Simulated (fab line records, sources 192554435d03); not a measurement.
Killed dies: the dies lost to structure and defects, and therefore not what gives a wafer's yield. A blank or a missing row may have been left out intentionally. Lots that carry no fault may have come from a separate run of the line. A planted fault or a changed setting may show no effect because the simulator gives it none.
Shared-tool check	flow n5_finfet	9 lots and 25 wafers in the sample

== WHY IT WAS OPENED ==
2 of 9 lots carry a flag on the reading CJ_P at N5_BEOL_M4_RC_MEAS_101. Wafers without a fault read 5.82, standard deviation 0.23.
Rule: flag the lot when none of its wafers has a number, or when each of its wafers that has one lies beyond 4 standard deviations from that mean. As for the other lots, they are considered sound.

lot	measured	on	CJ_P, wafer by wafer	flag
L679	day 9 01:02	prober-01	5.98 5.48	
L683	day 10 21:35	prober-01	5.87 5.49 6.18	
L686	day 12 10:33	prober-02	6.00 6.18	
L687	day 12 12:31	prober-01	5.20 5.49 5.65	
L689	day 12 18:41	prober-02	2.74 3.40 3.39	FLAGGED
L690	day 13 06:35	prober-02	5.68 6.28 5.76	
L692	day 13 11:50	prober-01	3.46 2.71 3.05	FLAGGED
L696	day 13 20:02	prober-01	5.68 5.91 5.85	
L697	day 14 21:52	prober-01	5.90 6.11 5.81	
Average over the flagged lots: 3.12; offset from the usual -2.70, equal to -12 standard deviations.

== WHICH TOOL RAN EACH LOT ==
The record holds 3 process steps before the reading, out of a route of 1938 steps. Read each cell as the tool, then ch plus the chambers that the sampled wafers visited, then the start.
lot	flag	N5_SD_EPI_N_ETCH_45	N5_SD_EPI_P_ETCH_47	N5_SD_EPI_P_SD_RECESS_17
L679		rie_diel-04 ch 0,2, day 4 01:17	rie_diel-05 ch 1,2, day 4 05:41	rie_si-01 ch 3, day 4 05:51
L683		rie_diel-03 ch 0,2,3, day 5 05:16	rie_diel-06 ch 2,3, day 5 10:01	rie_si-06 ch 0,1,3, day 5 10:11
L686		rie_diel-01 ch 1,2, day 5 21:29	rie_diel-05 ch 2,3, day 6 02:19	rie_si-06 ch 0,1, day 6 02:29
L687		rie_diel-01 ch 0,2,3, day 6 00:51	rie_diel-06 ch 1,2,3, day 6 05:19	rie_si-01 ch 0,2,3, day 6 05:29
L689	FLAGGED	rie_diel-04 ch 0,2, day 6 15:43	rie_diel-05 ch 0,1,2, day 6 20:56	rie_si-06 ch 1,2,3, day 6 21:06
L690		rie_diel-03 ch 0,1,3, day 6 21:14	rie_diel-06 ch 1,2,3, day 7 02:55	rie_si-02 ch 0,1,3, day 7 03:05
L692	FLAGGED	rie_diel-01 ch 0,1,2, day 7 05:57	rie_diel-02 ch 1,2, day 7 11:00	rie_si-06 ch 0,1,2, day 7 11:11
L696		rie_diel-01 ch 0,3, day 8 07:10	rie_diel-06 ch 1,2,3, day 8 11:36	rie_si-01 ch 0,1,3, day 8 11:46
L697		rie_diel-04 ch 2,3, day 8 12:37	rie_diel-02 ch 2,3, day 8 17:28	rie_si-02 ch 1,2, day 8 17:38
What these steps do:
- N5_SD_EPI_N_ETCH_45: etches SiOCN in CH3F/O2, target depth 6 nm.
- N5_SD_EPI_P_ETCH_47: etches SiOCN in CH3F/O2, target depth 25 nm.
- N5_SD_EPI_P_SD_RECESS_17: chemistry HBr/Cl2/O2, target depth 39.1 nm, bt time 3 s.
- N5_BEOL_M4_RC_MEAS_101

== FLAGGED OVER TOTAL, TOOL BY TOOL (the gauges that took the reading come last) ==
step	tool	lots run	flagged	share of the flagged lots	sound lots run after its first flagged lot
N5_SD_EPI_N_ETCH_45	rie_diel-01	4	1	some	1 (L696)
N5_SD_EPI_N_ETCH_45	rie_diel-03	2	0	none	-
N5_SD_EPI_N_ETCH_45	rie_diel-04	3	1	some	1 (L697)
N5_SD_EPI_P_ETCH_47	rie_diel-02	2	1	some	1 (L697)
N5_SD_EPI_P_ETCH_47	rie_diel-05	3	1	some	0
N5_SD_EPI_P_ETCH_47	rie_diel-06	4	0	none	-
N5_SD_EPI_P_SD_RECESS_17	rie_si-01	3	0	none	-
N5_SD_EPI_P_SD_RECESS_17	rie_si-02	2	0	none	-
N5_SD_EPI_P_SD_RECESS_17	rie_si-06	4	2	all	0
N5_BEOL_M4_RC_MEAS_101	prober-01	6	1	some	2 (L696,L697)
N5_BEOL_M4_RC_MEAS_101	prober-02	3	1	some	1 (L690)

== WHAT THE TABLE PERMITS ==
1 row of the table ran every flagged lot: rie_si-06 at N5_SD_EPI_P_SD_RECESS_17.
- rie_si-06 at N5_SD_EPI_P_SD_RECESS_17 ran 4 lots, 2 of them flagged. It ran its last sound lot, L686, at day 6 02:29 and its first flagged lot, L689, at day 6 21:06: a fault with its onset between the two fits.
Just one tool remains: rie_si-06 at N5_SD_EPI_P_SD_RECESS_17.

== WHAT THE SIMULATOR HAD PUT IN ==
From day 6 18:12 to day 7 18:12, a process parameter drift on rie_si-06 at N5_SD_EPI_P_SD_RECESS_17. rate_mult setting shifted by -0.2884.
Shown lots that were struck: L689, L692. The rule above found the same.
